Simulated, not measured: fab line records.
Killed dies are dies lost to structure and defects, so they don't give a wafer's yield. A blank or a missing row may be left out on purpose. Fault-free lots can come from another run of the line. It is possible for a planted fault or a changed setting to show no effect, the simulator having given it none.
Which of the tools did it? ; flow n5 finfet ; 6 lots with 18 wafers sampled at 5 steps, on a route of 1938 steps

## WHAT EACH GAUGE READ, for each wafer
N5_BEOL_M4_RC_MEAS_101.
lot;measured;on;DIBL_N (mV/V)
L281;day 8 05:33;prober-01;35.3 37.3 34.9
L285;day 9 07:38;prober-02;36.7 35.1 35.3
L292;day 10 21:08;prober-02;37.0 37.3 37.2
L294;day 11 11:57;prober-01;36.6 36.8 36.1
L299;day 12 17:07;prober-02;37.5 35.4 35.9
L301;day 13 01:10;prober-01;35.8 36.5 35.6

## WHICH TOOL RAN EACH LOT (tool, then ch and the chambers of the sampled wafers, then the start)
lot;N5_BEOL_M2_SPUTTER_79;N5_BEOL_M2_ANNEAL_87;N5_BEOL_M2_ANNEAL_89;N5_BEOL_M2_SPUTTER_96
L281;pvd sputter-03, day 7 05:10;pvd sputter-03, day 7 05:41;pvd sputter-03, day 7 05:54;pvd sputter-03, day 7 06:42
L285;pvd sputter-03, day 7 23:49;pvd sputter-03, day 8 00:20;pvd sputter-03, day 8 00:34;pvd sputter-03, day 8 01:22
L292;pvd sputter-01, day 9 14:46;pvd sputter-01, day 9 15:17;pvd sputter-01, day 9 15:30;pvd sputter-01, day 9 16:18
L294;pvd sputter-01, day 10 15:56;pvd sputter-01, day 10 16:28;pvd sputter-01, day 10 16:41;pvd sputter-01, day 10 17:29
L299;pvd sputter-01, day 11 17:20;pvd sputter-01, day 11 17:51;pvd sputter-01, day 11 18:04;pvd sputter-01, day 11 18:52
L301;pvd sputter-01, day 12 06:06;pvd sputter-01, day 12 06:37;pvd sputter-01, day 12 06:50;pvd sputter-01, day 12 07:38
- N5_BEOL_M2_SPUTTER_79: material Cu, target thk 4.5 nm, time 8.29 s.
- N5_BEOL_M2_ANNEAL_87: time 240 s.
- N5_BEOL_M2_ANNEAL_89: time 240 s.
- N5_BEOL_M2_SPUTTER_96: material Cu, target thk 4.5 nm, time 8.29 s.

## THE ANSWER, worked out from the rows above alone
Rule: the lots themselves supply what counts as usual. Put in order of their means at a reading, lots are off if they are a third of the lots or fewer, leave a main group of 4 or more, and stand apart from it by a gap of 3 or more times the standard deviation of the main group's means; of several such gaps the widest counts. A main group whose means are all the same, to the digits that the tables above print for the reading, isn't used. A lot without any number at a reading at which 4 lots or more have one is off too. The other lots that the step has rows for count as sound.
Across all readings shown, no lot is off: no conclusion can be drawn from this.

## WHAT WAS PUT IN BY THE SIMULATOR
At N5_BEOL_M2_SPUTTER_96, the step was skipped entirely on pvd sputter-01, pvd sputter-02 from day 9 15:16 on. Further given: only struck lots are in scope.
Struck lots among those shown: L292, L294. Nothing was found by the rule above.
